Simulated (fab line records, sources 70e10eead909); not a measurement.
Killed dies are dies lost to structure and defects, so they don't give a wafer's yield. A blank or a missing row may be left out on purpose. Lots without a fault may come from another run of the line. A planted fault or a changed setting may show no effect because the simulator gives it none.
Chamber matching | flow nand_harc | NHARC_A_M1_PRE_CLEAN_32 on pecvd-01: 3 sister chambers
The step time 12 s. 20 wafers are shown with their chamber, then 10 later ones without.

WAFERS WITH THEIR CHAMBER
wafer  | chamber | heater_power_w (W)
L080.2 | 2       | 702
L080.5 | 1       | 712
L080.6 | 2       | 707
L081.2 | 0       | 611
L081.3 | 2       | 594
L081.5 | 2       | 575
L081.1 | 1       | 730
L081.4 | 1       | 714
L081.6 | 0       | 612
L086.2 | 1       | 675
L086.4 | 0       | 558
L086.6 | 1       | 683
L086.1 | 2       | 689
L086.3 | 0       | 565
L086.5 | 2       | 681
L088.2 | 1       | 687
L088.4 | 1       | 705
L088.6 | 0       | 634
L093.1 | 0       | 635
L093.3 | 2       | 660

SIGNATURES (means of the wafers above)
reading        | chamber 0 | chamber 1 | chamber 2 | scatter within a chamber
heater_power_w | 602.50    | 700.86    | 658.29    | 38.2
Rule: a wafer's distance from a chamber is the root of the sum, over the readings, of the square of ((its reading less the chamber's mean) divided by the reading's scatter). The wafer belongs to the nearest chamber; if the next one is less than 2 further off, it can't be placed. The scatter: the root of (the sum of the squares of (reading less its chamber's mean) over the shown wafers, divided by (wafers less chambers)).

WAFERS WITHOUT THEIR CHAMBER
wafer  | heater_power_w (W)
L093.5 | 672
L094.2 | 546
L094.5 | 585
L094.6 | 674
L096.2 | 519
L096.5 | 521
L096.6 | 663
L097.2 | 665
L097.3 | 624
L097.6 | 653

WHICH CHAMBER EACH WENT THROUGH
wafer  | from the rows above          | in truth
L093.5 | can't be placed: 2 or 1 or 0 | 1
L094.2 | can't be placed: 0 or 2      | 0
L094.5 | can't be placed: 0 or 2      | 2
L094.6 | can't be placed: 2 or 1 or 0 | 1
L096.2 | can't be placed: 0 or 2      | 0
L096.5 | can't be placed: 0 or 2      | 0
L096.6 | can't be placed: 2 or 1 or 0 | 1
L097.2 | can't be placed: 2 or 1 or 0 | 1
L097.3 | can't be placed: 0 or 2 or 1 | 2
L097.6 | can't be placed: 2 or 1 or 0 | 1
Placed correctly: 0 of 10. Can't be placed from these rows: 10 (the true chamber is among the candidates in 10). Placed wrongly: 0.
